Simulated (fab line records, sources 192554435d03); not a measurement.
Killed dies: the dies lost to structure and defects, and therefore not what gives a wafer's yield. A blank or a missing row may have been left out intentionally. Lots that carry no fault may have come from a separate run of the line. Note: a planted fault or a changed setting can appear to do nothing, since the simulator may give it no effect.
Which tool is to blame? ; flow n5Finfet ; 72 wafers from 24 lots sampled at 6 of the route's 1938 steps

== WHAT EACH GAUGE READ, for each wafer ==
N5_BEOL_M13_CD_MEAS_17 targets a cd of 190 nm. Usual: cdNm reads 190.0 nm (standard deviation 1.7).
lot;measured;on;cdNm (nm);flag
L074;day 10 03:43;cdSem-01;191.1 189.4 188.0;
L075;day 10 23:08;cdSem-03;190.4 188.0 190.3;
L077;day 11 01:49;cdSem-03;190.8 192.5 193.4;
L076;day 11 04:22;cdSem-01;191.4 190.7 190.6;
L078;day 11 13:30;cdSem-01;188.3 188.5 188.6;
L080;day 12 04:19;cdSem-03;191.3 190.4 187.2;
L079;day 12 04:28;cdSem-02;188.0 190.7 188.6;
L081;day 12 04:43;cdSem-02;190.0 185.1 188.2;
L082;day 12 18:47;cdSem-03;189.5 188.5 189.2;
L083;day 13 00:04;cdSem-03;191.7 192.7 189.2;
L084;day 13 08:34;cdSem-03;189.7 189.8 193.2;
L085;day 13 10:36;cdSem-01;190.3 191.0 190.0;
L086;day 14 04:54;cdSem-01;189.9 190.5 190.9;
L087;day 14 05:17;cdSem-01;190.0 190.0 192.0;
L088;day 14 11:47;cdSem-01;189.5 190.0 190.0;
L089;day 14 16:07;cdSem-03;190.3 192.8 192.5;
L090;day 14 17:37;cdSem-03;188.7 189.1 188.2;
L092;day 15 10:34;cdSem-03;192.4 191.9 191.8;
L094;day 15 11:15;cdSem-02;187.2 188.5 187.5;
L093;day 15 13:18;cdSem-02;190.6 190.0 192.3;
L091;day 15 23:34;cdSem-03;186.9 189.4 188.3;
L095;day 16 08:58;cdSem-02;192.0 189.5 192.1;
L096;day 16 21:41;cdSem-02;189.2 190.6 190.7;
L097;day 16 22:55;cdSem-03;191.5 190.5 189.9;

N5_BEOL_M13_OVL_MEAS_29. Usual: M13_OVL gives 3 nm (standard deviation 6).
lot;measured;on;M13_OVL (nm);flag
L074;day 10 04:04;overlay-02;4 3 17;
L075;day 10 23:38;overlay-02;-8 7 1;
L077;day 11 02:18;overlay-02;1 6 4;
L076;day 11 04:51;overlay-02;0 -1 7;
L078;day 11 13:59;overlay-01;1 -3 -4;
L080;day 12 04:41;overlay-02;8 5 11;
L079;day 12 04:56;overlay-01;7 11 11;
L081;day 12 05:05;overlay-01;-12 -6 -3;
L082;day 12 19:16;overlay-02;0 -10 -1;
L083;day 13 00:25;overlay-02;4 0 10;
L084;day 13 08:55;overlay-01;0 4 3;
L085;day 13 11:05;overlay-02;-4 0 -1;
L086;day 14 05:23;overlay-02;5 5 9;
L087;day 14 05:38;overlay-02;-8 -6 1;
L088;day 14 12:16;overlay-02;3 2 -2;
L089;day 14 16:29;overlay-01;10 5 21;
L090;day 14 17:58;overlay-02;4 3 0;
L092;day 15 11:02;overlay-01;2 1 -1;
L094;day 15 11:44;overlay-02;8 -3 -8;
L093;day 15 13:39;overlay-02;-10 0 -10;
L091;day 15 23:55;overlay-01;10 -5 11;
L095;day 16 09:28;overlay-02;1 6 4;
L096;day 16 22:02;overlay-02;-1 3 12;
L097;day 16 23:16;overlay-01;3 10 14;

N5_BEOL_M13_THK_MEAS_50: measures by xrf. Usual: M13_THK gives 406 nm (standard deviation 7.5).
lot;measured;on;M13_THK (nm);flag
L074;day 10 07:14;filmMetro-02;400 404 416;
L075;day 11 02:59;filmMetro-02;408 398 404;
L077;day 11 04:46;filmMetro-02;415 402 404;
L076;day 11 08:26;filmMetro-01;420 407 399;
L078;day 11 19:02;filmMetro-02;411 409 405;
L080;day 12 08:11;filmMetro-02;407 402 407;
L079;day 12 08:14;filmMetro-01;404 412 404;
L081;day 12 08:50;filmMetro-02;391 402 400;
L082;day 12 23:18;filmMetro-01;402 408 404;
L083;day 13 07:34;filmMetro-01;399 398 398;
L084;day 13 14:26;filmMetro-02;413 420 409;
L085;day 13 16:03;filmMetro-02;400 401 403;
L086;day 14 10:07;filmMetro-01;391 407 407;
L087;day 14 10:49;filmMetro-01;404 420 415;
L088;day 14 15:44;filmMetro-01;408 404 404;
L089;day 14 22:00;filmMetro-02;398 407 402;
L090;day 14 23:01;filmMetro-01;396 398 400;
L092;day 15 13:31;filmMetro-02;409 405 404;
L094;day 15 15:17;filmMetro-02;414 412 421;
L093;day 15 17:14;filmMetro-01;404 394 391;
L091;day 16 02:14;filmMetro-01;408 406 412;
L095;day 16 12:43;filmMetro-02;412 408 415;
L096;day 17 02:14;filmMetro-01;408 402 417;
L097;day 17 02:30;filmMetro-02;402 408 394;

== EACH LOT AND THE TOOL THAT RAN IT (in order: tool; ch and the chambers of the sampled wafers; start) ==
lot;N5_BEOL_M13_PRE_CLEAN_42;N5_BEOL_M13_SPUTTER_44;N5_BEOL_M13_ANNEAL_48
L074;pvdSputter-01, day 10 06:09;pvdSputter-01, day 10 06:16;rtpAnneal-01 ch 0, day 10 06:46
L075;pvdSputter-01, day 11 01:53;pvdSputter-01, day 11 02:01;rtpAnneal-01 ch 0, day 11 02:26
L077;pvdSputter-03, day 11 03:41;pvdSputter-03, day 11 03:48;rtpAnneal-01 ch 0, day 11 04:12
L076;pvdSputter-01, day 11 07:16;pvdSputter-01, day 11 07:23;rtpAnneal-02 ch 0, day 11 07:45
L078;pvdSputter-03, day 11 17:58;pvdSputter-03, day 11 18:05;rtpAnneal-01 ch 0, day 11 18:26
L080;pvdSputter-01, day 12 06:13;pvdSputter-01, day 12 06:20;rtpAnneal-01 ch 0, day 12 07:35
L079;pvdSputter-03, day 12 06:19;pvdSputter-03, day 12 06:26;rtpAnneal-02 ch 0, day 12 07:41
L081;pvdSputter-01, day 12 06:56;pvdSputter-01, day 12 07:03;rtpAnneal-01 ch 0, day 12 08:17
L082;pvdSputter-01, day 12 22:09;pvdSputter-01, day 12 22:16;rtpAnneal-01 ch 0, day 12 22:43
L083;pvdSputter-01, day 13 06:29;pvdSputter-01, day 13 06:37;rtpAnneal-02 ch 0, day 13 06:58
L084;pvdSputter-02, day 13 13:13;pvdSputter-02, day 13 13:20;rtpAnneal-02 ch 0, day 13 13:50
L085;pvdSputter-01, day 13 13:59;pvdSputter-01, day 13 14:06;rtpAnneal-01 ch 0, day 13 15:31
L086;pvdSputter-03, day 14 09:02;pvdSputter-03, day 14 09:10;rtpAnneal-01 ch 0, day 14 09:31
L087;pvdSputter-02, day 14 09:26;pvdSputter-02, day 14 09:34;rtpAnneal-02 ch 0, day 14 10:19
L088;pvdSputter-02, day 14 14:31;pvdSputter-02, day 14 14:38;rtpAnneal-01 ch 0, day 14 15:14
L089;pvdSputter-02, day 14 20:55;pvdSputter-02, day 14 21:02;rtpAnneal-02 ch 0, day 14 21:32
L090;pvdSputter-01, day 14 21:56;pvdSputter-01, day 14 22:03;rtpAnneal-02 ch 0, day 14 22:30
L092;pvdSputter-01, day 15 12:26;pvdSputter-01, day 15 12:34;rtpAnneal-02 ch 0, day 15 12:55
L094;pvdSputter-02, day 15 14:13;pvdSputter-02, day 15 14:20;rtpAnneal-02 ch 0, day 15 14:41
L093;pvdSputter-01, day 15 16:10;pvdSputter-01, day 15 16:17;rtpAnneal-01 ch 0, day 15 16:41
L091;pvdSputter-02, day 16 01:10;pvdSputter-02, day 16 01:17;rtpAnneal-01 ch 0, day 16 01:38
L095;pvdSputter-02, day 16 11:38;pvdSputter-02, day 16 11:46;rtpAnneal-01 ch 0, day 16 12:07
L096;pvdSputter-03, day 17 00:28;pvdSputter-03, day 17 00:35;rtpAnneal-02 ch 0, day 17 01:39
L097;pvdSputter-01, day 17 00:42;pvdSputter-01, day 17 00:49;rtpAnneal-01 ch 0, day 17 01:53
- N5_BEOL_M13_PRE_CLEAN_42: time 30 s.
- N5_BEOL_M13_SPUTTER_44: material Ta, target thk 10 nm, time 16.13 s.
- N5_BEOL_M13_ANNEAL_48: time 90 s.

== WHAT THE TOOLS THEMSELVES READ (means of the sampled wafers that have a number; where no wafer has one, the mark that the record gives instead) ==
N5_BEOL_M13_PRE_CLEAN_42. Usual: heaterPowerW reads 328 W (standard deviation 30).
lot;tool;heaterPowerW (W);flag
L074;pvdSputter-01;323;
L075;pvdSputter-01;323;
L077;pvdSputter-03;285;
L076;pvdSputter-01;330;
L078;pvdSputter-03;294;
L080;pvdSputter-01;350;
L079;pvdSputter-03;300;
L081;pvdSputter-01;299;
L082;pvdSputter-01;326;
L083;pvdSputter-01;323;
L084;pvdSputter-02;336;
L085;pvdSputter-01;357;
L086;pvdSputter-03;325;
L087;pvdSputter-02;334;
L088;pvdSputter-02;322;
L089;pvdSputter-02;319;
L090;pvdSputter-01;303;
L092;pvdSputter-01;346;
L094;pvdSputter-02;336;
L093;pvdSputter-01;309;
L091;pvdSputter-02;343;
L095;pvdSputter-02;332;
L096;pvdSputter-03;313;
L097;pvdSputter-01;308;

N5_BEOL_M13_SPUTTER_44. Usual: biasV 80.0 V, standard deviation 0.67; chamberPressurePa 0.06999 Pa, standard deviation 0.00015; throttleValvePct 29.3 %, standard deviation 1.2.
lot;tool;biasV (V);chamberPressurePa (Pa);throttleValvePct (%);flag
L074;pvdSputter-01;79.6;0.07008;28.5;
L075;pvdSputter-01;79.8;0.07003;28.2;
L077;pvdSputter-03;79.3;0.06980;30.6;
L076;pvdSputter-01;80.6;0.06987;29.0;
L078;pvdSputter-03;79.0;0.06994;29.9;
L080;pvdSputter-01;80.2;0.06994;28.9;
L079;pvdSputter-03;80.1;0.07007;30.6;
L081;pvdSputter-01;80.0;0.07008;28.8;
L082;pvdSputter-01;79.9;0.06995;29.0;
L083;pvdSputter-01;80.4;0.06986;28.3;
L084;pvdSputter-02;80.0;0.06992;29.3;
L085;pvdSputter-01;79.8;0.06992;28.5;
L086;pvdSputter-03;80.3;0.07015;30.7;
L087;pvdSputter-02;80.2;0.06999;29.5;
L088;pvdSputter-02;79.6;0.07005;29.5;
L089;pvdSputter-02;79.4;0.07005;29.6;
L090;pvdSputter-01;80.4;0.07003;28.6;
L092;pvdSputter-01;80.6;0.06999;27.9;
L094;pvdSputter-02;79.9;0.07019;29.4;
L093;pvdSputter-01;81.0;0.07005;29.8;
L091;pvdSputter-02;80.3;0.06990;29.1;
L095;pvdSputter-02;80.0;0.06993;29.6;
L096;pvdSputter-03;79.6;0.07004;30.2;
L097;pvdSputter-01;80.6;0.07010;28.8;

N5_BEOL_M13_ANNEAL_48. Usual: wafer_temp_C_max reads 225.71 (standard deviation 0.24).
lot;tool;wafer_temp_C_max;flag
L074;rtpAnneal-01;225.50;
L075;rtpAnneal-01;225.83;
L077;rtpAnneal-01;225.61;
L076;rtpAnneal-02;225.74;
L078;rtpAnneal-01;225.71;
L080;rtpAnneal-01;225.49;
L079;rtpAnneal-02;226.01;
L081;rtpAnneal-01;225.52;
L082;rtpAnneal-01;225.79;
L083;rtpAnneal-02;225.98;
L084;rtpAnneal-02;225.72;
L085;rtpAnneal-01;225.62;
L086;rtpAnneal-01;225.42;
L087;rtpAnneal-02;225.74;
L088;rtpAnneal-01;225.63;
L089;rtpAnneal-02;226.00;
L090;rtpAnneal-02;225.69;
L092;rtpAnneal-02;225.88;
L094;rtpAnneal-02;225.83;
L093;rtpAnneal-01;225.40;
L091;rtpAnneal-01;225.55;
L095;rtpAnneal-01;225.78;
L096;rtpAnneal-02;225.78;
L097;rtpAnneal-01;225.52;

== THE ANSWER, worked out from the rows above alone ==
Rule: a lot is off if the mean of its wafers that have a number lies more than 3 standard deviations from the usual mean. Also off: a lot with no number at a reading for which 4 or more lots have one. All remaining lots with rows at the step are treated as sound. First the gauges in route order, then the tools' own readings, where a lot's mean is used as printed above. The first step at which some lot is off is used, and at that step the reading that is off furthest; a lot without a number counts as furthest.
No lot is off on any of the readings shown, so nothing can be concluded from this.

== WHAT THE SIMULATOR HAD PUT IN ==
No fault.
